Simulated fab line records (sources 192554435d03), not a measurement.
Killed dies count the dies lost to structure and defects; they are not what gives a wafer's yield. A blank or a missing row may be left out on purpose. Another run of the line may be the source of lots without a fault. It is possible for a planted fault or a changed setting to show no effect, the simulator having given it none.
Comparing a struck lot with a sound one || flow n5_finfet || 19 out of 1938 route steps
Sound: the wafers L707.1, L707.4, L707.6. The struck wafers were L712.2, L712.3. The cause is given at the end.
For every step that has rows: the tool of each side, followed by ch and its chambers, followed by its first start. Under that, the readings that differ: sound wafers || struck wafers || difference of the means || sigmas: that difference in standard deviations of wafers without a fault.
alike: a reading whose means differ by less than 2 such deviations, as well as words and numbers matching on both sides. not compared: withheld readings; readings where some wafer has no value; bounds like >300 that might hide an equal value; numbers whose values overlap and for which the record gives no deviation.
The two part at a step that has a row with sigmas, a row that says differs or no value, or rows on one side only. Numbers that have no deviation but don't overlap get no sigmas and don't part them. A reading that every wafer of one side lacks parts them only if that side has two wafers or more.

N5_BEOL_M13_ETCH_68: etches SOC in N2/H2, time 355 s.
  sound on rie_diel-05 ch 1,2,3, day 12 09:21; struck on rie_diel-05 ch 2,3, day 13 19:02
  alike: drypump_motor_current_A, oes_product_au, rf_vpp_V, showerhead_plenum_p_Torr, throttle_valve_pct
  not compared: rf_hours_counter_h
then, 3 steps without rows for these wafers: N5_BEOL_M13_STRIP_69 (strips in N2/H2); N5_BEOL_M13_TRENCH_ETCH_34 (etches SiOC in C4F8/O2/Ar, target depth 413.47 nm, time 162.6 s); N5_BEOL_M13_STRIP_70 (strips in C4F8/O2/Ar).
N5_BEOL_M13_OCD_MEAS_35:
  sound: ocd-02 at day 12 09:44; struck: ocd-02 at day 13 19:26
  alike: trench_depth_nm
N5_BEOL_M13_STRIP_37: strips in N2/H2.
  sound on plasma_asher-02 ch 1, day 12 09:47; struck on plasma_asher-02 ch 0,1, day 13 19:28
  alike: drypump_motor_current_A, heater_power_w, oes_product_au
  not compared: rf_hours_counter_h
then, 4 steps without rows for these wafers: N5_BEOL_M13_ETCH_38 (etches SiCN in CF4/N2, target depth 67.5 nm, time 71.9 s); N5_BEOL_M13_PRECLEAN_39 (cleans in residue remover, time 60 s); N5_BEOL_M13_SRD_40 (time 30 s, dry time 30 s); N5_BEOL_M13_DEGAS_41 (time 60 s).
N5_BEOL_M13_PRE_CLEAN_42: time 30 s.
  sound: pvd_sputter-03 at day 12 13:00; struck: pvd_sputter-01 at day 14 06:54
  alike: heater_power_w
N5_BEOL_M13_SPUTTER_43: material TaN, target thk 15 nm, time 24.19 s.
  sound: pvd_sputter-03 at day 12 13:02; struck: pvd_sputter-01 at day 14 06:56
{"reading": "cathode_dc_power_W (W)", "sound": "14996 14997 14996", "struck": "15001 15005", "difference": "+7", "sigmas": "+2"}
{"reading": "throttle_valve_pct (%)", "sound": "28.1 29.4 28.1", "struck": "31.5 31.7", "difference": "+3.1", "sigmas": "+3"}
N5_BEOL_M13_SPUTTER_44: material Ta, target thk 10 nm, time 16.13 s.
  sound: pvd_sputter-03 at day 12 13:07; struck: pvd_sputter-01 at day 14 07:01
{"reading": "throttle_valve_pct (%)", "sound": "28.7 29.3 28.2", "struck": "31.7 31.7", "difference": "+3.0", "sigmas": "+2"}
{"reading": "model.Ta_of_BEOL_M13_SPUTTER_44.thk_nm (nm)", "sound": "10 9.8 10", "struck": "19 19.2", "difference": "+9", "sigmas": ""}
  alike: cathode_dc_power_W
then, 2 steps without rows for these wafers: N5_BEOL_M13_SPUTTER_45 (material Cu, target thk 80 nm, time 13.33 s); N5_BEOL_M13_ECD_47 (material Cu, target thk 936 nm).
N5_BEOL_M13_ANNEAL_48: time 90 s.
  sound on rtp_anneal-01 ch 0, day 12 13:29; struck on rtp_anneal-01 ch 0, day 14 07:26
  alike: wafer_temp_C_max
N5_BEOL_M13_CMP_49: polishes, stops on SiOC, t overpolish 17.1 s, target thk 420 nm.
  sound on cmp-03 ch 0,2,3, day 12 13:51; struck on cmp-01 ch 0,1, day 14 07:44
{"reading": "barrier_field_endpoint_s (s)", "sound": "29.7 28.9 30.0", "struck": "41.0 41.1", "difference": "+11.5", "sigmas": "+15"}
  alike: motor_current_A
  not compared: pad_life_wafers
N5_BEOL_M13_THK_MEAS_50: measures by xrf.
  sound: film_metro-01 at day 12 14:04; struck: film_metro-01 at day 14 07:59
  alike: M13_THK
N5_PASSIVATION_PROBE_49:
  only the struck wafers here have rows in the record (prober-02, day 15 07:53); the sound ones have none

## WHERE THEY PART
Last at N5_PASSIVATION_PROBE_49 as far as this record goes, first at N5_BEOL_M13_SPUTTER_43.

WHY: what the simulator had put in
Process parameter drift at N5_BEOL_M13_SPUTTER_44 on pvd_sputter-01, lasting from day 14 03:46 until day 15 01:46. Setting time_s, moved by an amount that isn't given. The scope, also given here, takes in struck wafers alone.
